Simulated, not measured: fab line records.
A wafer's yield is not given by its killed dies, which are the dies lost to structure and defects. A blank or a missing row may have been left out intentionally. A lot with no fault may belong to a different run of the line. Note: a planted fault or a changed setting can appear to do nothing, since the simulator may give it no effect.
Matching of chambers | flow nandHarc | NHARC_A_CONTACT_ETCH_75 on rieDiel-07 has 4 sister chambers
The step etches the open film in CF4, target depth 39 nm, time 65 s. 22 wafers are shown with their chamber, then 11 later ones without.

== WAFERS, EACH WITH ITS CHAMBER ==
wafer  | chamber | showerheadPlenumPTorr (Torr) | drypumpMotorCurrentA (A) | rfVppV (V)
L912.1 | 3       | 1.91                         | 5.8                      | 153.7
L912.2 | 0       | 1.86                         | 5.7                      | 151.2
L912.6 | 3       | 1.91                         | 5.8                      | 152.7
L914.1 | 3       | 1.91                         | 5.8                      | 153.3
L914.3 | 2       | 1.71                         | 5.1                      | 150.9
L914.6 | 1       | 1.66                         | 5.9                      | 148.9
L915.4 | 2       | 1.71                         | 5.1                      | 149.4
L915.5 | 3       | 1.91                         | 5.8                      | 154.2
L915.6 | 0       | 1.86                         | 5.7                      | 151.2
L916.1 | 1       | 1.66                         | 5.9                      | 151.0
L916.2 | 3       | 1.91                         | 5.8                      | 154.0
L916.5 | 2       | 1.71                         | 5.1                      | 149.0
L917.1 | 1       | 1.66                         | 5.9                      | 150.4
L917.4 | 3       | 1.90                         | 5.8                      | 152.9
L917.5 | 1       | 1.66                         | 5.8                      | 150.5
L921.1 | 0       | 1.86                         | 5.7                      | 153.6
L921.2 | 1       | 1.66                         | 5.9                      | 150.0
L921.4 | 3       | 1.90                         | 5.8                      | 153.5
L920.2 | 0       | 1.86                         | 5.7                      | 152.7
L920.3 | 3       | 1.90                         | 5.8                      | 153.8
L920.4 | 1       | 1.66                         | 5.9                      | 149.7
L928.1 | 3       | 1.90                         | 5.7                      | 152.1

SIGNATURES (averages over the wafers above)
reading               | chamber 0 | chamber 1 | chamber 2 | chamber 3 | scatter within a chamber
showerheadPlenumPTorr | 1.8600    | 1.6600    | 1.7100    | 1.9056    | 0.00351
drypumpMotorCurrentA  | 5.700     | 5.883     | 5.100     | 5.789     | 0.0309
rfVppV                | 152.175   | 150.083   | 149.767   | 153.356   | 0.835
Rule: for each reading, subtract the chamber's mean from the wafer's reading, divide by that reading's scatter and square the result; add these up over the readings and take the root, which gives the wafer's distance from the chamber. The wafer belongs to the nearest chamber; if the next one is less than 2 further off, it can't be placed. The scatter: take each reading less its chamber's mean, square it, sum over the shown wafers, divide by the number of wafers less the number of chambers, and take the root.

== WAFERS MISSING THEIR CHAMBER ==
wafer  | showerheadPlenumPTorr (Torr) | drypumpMotorCurrentA (A) | rfVppV (V)
L928.3 | 1.85                         | 5.7                      | 152.3
L928.4 | 1.70                         | 5.1                      | 150.8
L930.2 | 1.85                         | 5.7                      | 152.3
L930.5 | 1.70                         | 5.1                      | 150.7
L930.6 | 1.65                         | 5.9                      | 149.1
L932.3 | 1.90                         | 5.8                      | 151.0
L932.4 | 1.70                         | 5.1                      | 151.1
L932.6 | 1.90                         | 5.8                      | 151.8
L933.2 | 1.85                         | 5.7                      | 151.7
L933.3 | 1.90                         | 5.8                      | 152.5
L933.4 | 1.70                         | 5.1                      | 150.7

== CHAMBER TAKEN BY EACH ==
wafer  | from the rows above | in truth
L928.3 | 0                   | 0
L928.4 | 2                   | 2
L930.2 | 0                   | 0
L930.5 | 2                   | 2
L930.6 | 1                   | 1
L932.3 | 3                   | 3
L932.4 | 2                   | 2
L932.6 | 3                   | 3
L933.2 | 0                   | 0
L933.3 | 3                   | 3
L933.4 | 2                   | 2
Correct placement for 11 of the 11. Not placeable from these rows: 0. Wrongly placed: 0.
